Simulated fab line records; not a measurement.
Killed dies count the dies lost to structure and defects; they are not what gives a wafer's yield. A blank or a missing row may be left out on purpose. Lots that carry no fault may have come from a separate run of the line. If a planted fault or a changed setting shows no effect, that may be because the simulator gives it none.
What tool caused it?    flow n5Finfet    24 lots, 72 wafers sampled, at 5 steps of a route of 1938

WHAT THE GAUGES READ, wafer by wafer
N5_SD_EPI_N_INSPECT_11: inspects for defects (macro).
lot   measured     on                rawDefectCount
L074  day 2 23:45  defectInspect-01  1 0 3
L075  day 3 06:19  defectInspect-01  2 5 3
L076  day 3 14:25  defectInspect-02  2 1 2
L077  day 3 19:10  defectInspect-02  1 5 1
L078  day 4 02:03  defectInspect-02  2 2 2
L079  day 4 05:03  defectInspect-01  0 5 0
L080  day 4 12:07  defectInspect-02  2 5 1
L081  day 4 17:45  defectInspect-02  4 1 3
L082  day 5 05:53  defectInspect-01  2 1 0
L083  day 5 06:53  defectInspect-01  0 2 0
L084  day 5 12:59  defectInspect-02  2 4 4
L085  day 5 19:06  defectInspect-01  2 1 5
L086  day 6 03:41  defectInspect-01  2 4 2
L087  day 6 10:52  defectInspect-01  1 1 1
L088  day 6 13:13  defectInspect-01  1 2 6
L089  day 6 19:00  defectInspect-01  2 0 3
L090  day 7 01:09  defectInspect-01  2 0 2
L091  day 7 06:25  defectInspect-01  2 1 3
L092  day 7 13:16  defectInspect-01  1 0 3
L093  day 7 17:53  defectInspect-02  2 1 3
L094  day 8 00:23  defectInspect-01  2 4 4
L095  day 8 06:02  defectInspect-02  3 3 5
L096  day 8 13:16  defectInspect-02  3 2 6
L097  day 8 22:28  defectInspect-01  0 2 2

N5_SD_EPI_N_EPI_MEAS_23.
lot   measured     on            thkNm (nm)
L074  day 3 03:11  filmMetro-02  57.4 59.3 59.4
L075  day 3 09:46  filmMetro-02  57.0 57.1 57.6
L076  day 3 17:50  filmMetro-02  57.7 58.9 58.0
L077  day 3 22:39  filmMetro-02  57.9 59.4 58.7
L078  day 4 05:29  filmMetro-02  58.7 59.3 57.6
L079  day 4 08:29  filmMetro-02  58.9 56.7 59.3
L080  day 4 15:35  filmMetro-01  60.0 58.8 60.0
L081  day 4 21:11  filmMetro-02  57.7 58.2 60.6
L082  day 5 09:19  filmMetro-01  59.4 60.9 58.4
L083  day 5 10:19  filmMetro-02  59.9 60.1 57.7
L084  day 5 16:35  filmMetro-01  57.0 58.5 60.1
L085  day 5 23:26  filmMetro-02  57.7 58.8 59.6
L086  day 6 07:16  filmMetro-01  59.9 59.8 57.9
L087  day 6 14:17  filmMetro-01  57.6 58.9 58.2
L088  day 6 16:38  filmMetro-02  59.3 58.2 59.6
L089  day 6 22:25  filmMetro-02  56.6 58.7 60.0
L090  day 7 04:34  filmMetro-01  58.6 58.0 61.8
L091  day 7 09:50  filmMetro-01  59.2 58.5 60.1
L092  day 7 16:56  filmMetro-02  58.3 57.1 57.3
L093  day 7 21:18  filmMetro-01  58.4 56.9 56.3
L094  day 8 04:01  filmMetro-01  58.3 57.8 57.1
L095  day 8 09:28  filmMetro-01  56.7 59.0 58.5
L096  day 8 16:48  filmMetro-02  60.7 58.7 56.8
L097  day 9 02:20  filmMetro-01  58.2 60.3 58.5

N5_SD_EPI_P_INSPECT_11: inspects for defects (macro).
lot   measured     on                rawDefectCount
L074  day 3 04:12  defectInspect-02  1 2 1
L075  day 3 10:39  defectInspect-01  0 2 4
L076  day 3 18:43  defectInspect-02  4 3 2
L077  day 3 23:32  defectInspect-01  2 4 5
L078  day 4 06:48  defectInspect-02  0 3 0
L079  day 4 10:23  defectInspect-02  4 1 1
L080  day 4 16:35  defectInspect-02  3 2 2
L081  day 4 23:13  defectInspect-02  1 2 0
L082  day 5 10:34  defectInspect-02  2 0 2
L083  day 5 11:17  defectInspect-02  2 5 2
L084  day 5 17:28  defectInspect-02  3 1 1
L085  day 6 00:27  defectInspect-01  3 1 1
L086  day 6 08:16  defectInspect-02  1 0 1
L087  day 6 15:19  defectInspect-02  0 1 4
L088  day 6 18:04  defectInspect-02  1 4 3
L089  day 6 23:26  defectInspect-01  1 0 1
L090  day 7 05:35  defectInspect-01  2 3 1
L091  day 7 10:50  defectInspect-01  3 2 4
L092  day 7 18:16  defectInspect-02  2 3 0
L093  day 7 22:31  defectInspect-01  0 2 2
L094  day 8 05:01  defectInspect-01  2 2 3
L095  day 8 10:34  defectInspect-01  2 3 1
L096  day 8 17:44  defectInspect-01  4 2 2
L097  day 9 03:26  defectInspect-01  2 2 3

N5_SD_EPI_P_EPI_MEAS_23.
lot   measured     on            thkNm (nm)
L074  day 3 09:08  filmMetro-01  61.8 60.6 59.7
L075  day 3 14:15  filmMetro-01  59.9 62.0 60.9
L076  day 3 22:17  filmMetro-01  60.9 62.3 61.0
L077  day 4 03:10  filmMetro-01  62.4 61.8 63.0
L078  day 4 10:23  filmMetro-02  61.5 60.3 61.4
L079  day 4 14:00  filmMetro-02  59.5 61.4 63.1
L080  day 4 20:10  filmMetro-01  62.8 62.5 60.7
L081  day 5 02:47  filmMetro-01  62.7 64.1 60.4
L082  day 5 14:09  filmMetro-01  59.8 61.2 62.2
L083  day 5 14:53  filmMetro-02  61.4 62.2 61.0
L084  day 5 21:03  filmMetro-02  59.6 60.9 62.5
L085  day 6 04:01  filmMetro-02  59.3 59.3 60.7
L086  day 6 11:52  filmMetro-02  61.9 59.8 61.2
L087  day 6 18:58  filmMetro-01  59.7 60.9 59.7
L088  day 6 21:41  filmMetro-01  61.4 57.8 58.5
L089  day 7 03:00  filmMetro-01  60.5 62.1 59.2
L090  day 7 10:00  filmMetro-01  61.8 61.3 60.9
L091  day 7 16:11  filmMetro-01  62.8 63.0 61.8
L092  day 7 23:14  filmMetro-01  60.6 61.0 62.3
L093  day 8 02:05  filmMetro-01  62.6 62.5 61.5
L094  day 8 10:34  filmMetro-01  61.9 63.0 60.1
L095  day 8 14:08  filmMetro-01  59.9 62.3 63.1
L096  day 8 22:10  filmMetro-02  58.8 60.7 61.9
L097  day 9 07:11  filmMetro-02  63.3 59.5 61.1

WHAT TOOL EACH LOT RAN ON (gives the tool, then ch and the chambers of the sampled wafers, and finally the start)
lot   N5_SD_EPI_P_ETCH_36
L074  rieDiel-01 ch 0,1, day 3 04:47
L075  rieDiel-06 ch 0,3, day 3 10:43
L076  rieDiel-01 ch 0,2, day 3 18:47
L077  rieDiel-01 ch 0,2,3, day 3 23:36
L078  rieDiel-06 ch 0,1,2, day 4 06:52
L079  rieDiel-02 ch 0,1,3, day 4 10:29
L080  rieDiel-06 ch 0,2, day 4 16:40
L081  rieDiel-02 ch 0,3, day 4 23:17
L082  rieDiel-06 ch 1,2, day 5 10:38
L083  rieDiel-02 ch 0,3, day 5 11:22
L084  rieDiel-02 ch 1,2, day 5 17:32
L085  rieDiel-06 ch 1,2, day 6 00:31
L086  rieDiel-02 ch 0,1, day 6 08:20
L087  rieDiel-01 ch 0,2, day 6 15:28
L088  rieDiel-06 ch 0,1,3, day 6 18:11
L089  rieDiel-02 ch 0,3, day 6 23:29
L090  rieDiel-06 ch 0,3, day 7 06:29
L091  rieDiel-06 ch 0,1, day 7 12:40
L092  rieDiel-01 ch 2,3, day 7 18:53
L093  rieDiel-06 ch 0,2,3, day 7 22:35
L094  rieDiel-02 ch 1,3, day 8 05:05
L095  rieDiel-02 ch 0,2,3, day 8 10:38
L096  rieDiel-06 ch 1,2,3, day 8 17:49
L097  rieDiel-02 ch 1,2, day 9 03:40
- N5_SD_EPI_P_ETCH_36: etches SiARC in CF4, target depth 45.5 nm, time 75.8 s.

WHAT THE TOOLS THEMSELVES READ (means of the sampled wafers that have a number; where no wafer has one, the mark that the record gives instead)
N5_SD_EPI_P_ETCH_36.
lot   tool        drypumpMotorCurrentA (A)  etchRfOnTimeS (s)  oesProductAu (a.u.)  rfVppV (V)  showerheadPlenumPTorr (Torr)  throttleValvePct (%)
L074  rieDiel-01  5.5                       76.2               0.63                 184.9       2.22                          15.63
L075  rieDiel-06  6.4                       81.1               0.60                 184.5       2.18                          15.65
L076  rieDiel-01  5.5                       75.8               0.62                 183.3       2.10                          15.54
L077  rieDiel-01  5.7                       77.8               0.59                 183.6       2.09                          15.55
L078  rieDiel-06  6.4                       78.8               0.69                 183.1       2.12                          15.58
L079  rieDiel-02  5.9                       77.1               0.69                 184.2       2.17                          15.47
L080  rieDiel-06  6.5                       79.6               0.61                 184.6       2.15                          15.70
L081  rieDiel-02  5.9                       78.2               0.61                 184.0       2.15                          15.60
L082  rieDiel-06  6.3                       78.2               0.74                 183.7       2.09                          15.49
L083  rieDiel-02  5.9                       77.5               0.61                 185.1       2.15                          15.63
L084  rieDiel-02  5.5                       78.0               0.75                 185.9       2.24                          15.25
L085  rieDiel-06  6.2                       78.7               0.67                 182.9       2.07                          15.74
L086  rieDiel-02  5.8                       79.1               0.71                 185.4       2.25                          15.24
L087  rieDiel-01  5.5                       75.9               0.74                 183.5       2.14                          15.20
L088  rieDiel-06  6.3                       79.2               0.72                 183.9       2.14                          15.42
L089  rieDiel-02  5.9                       79.2               0.59                 183.7       2.15                          15.63
L090  rieDiel-06  6.4                       80.1               0.66                 184.9       2.17                          15.55
L091  rieDiel-06  6.7                       80.4               0.65                 184.7       2.17                          15.50
L092  rieDiel-01  5.8                       79.2               0.58                 183.1       2.04                          15.63
L093  rieDiel-06  6.2                       79.4               0.65                 183.6       2.11                          15.69
L094  rieDiel-02  5.9                       77.4               0.71                 184.7       2.19                          15.36
L095  rieDiel-02  5.7                       79.3               0.61                 183.1       2.13                          15.67
L096  rieDiel-06  6.1                       78.9               0.70                 183.6       2.08                          15.59
L097  rieDiel-02  5.5                       78.9               0.72                 185.4       2.23                          15.27

THE ANSWER, worked out from the rows above alone
Rule: what is usual is taken from the lots themselves. Put in order of their means at a reading, lots are off if they are a third of the lots or fewer, leave a main group of 4 or more, and stand apart from it by a gap of 3 or more times the standard deviation of the main group's means; of several such gaps the widest counts. A main group is skipped when, at the precision printed for the reading in the tables above, its means are all equal. A lot without any number at a reading at which 4 lots or more have one is off too. The other lots that the step has rows for count as sound. The gauges are gone through in route order, then the tools' own readings, and for those a lot's mean is taken as printed above. At the first step where some lot is off, the reading lying furthest off is the one used; lots without a number count as furthest.
None of the lots is off at any reading shown; this tells nothing.

WHAT THE SIMULATOR HAD INSERTED
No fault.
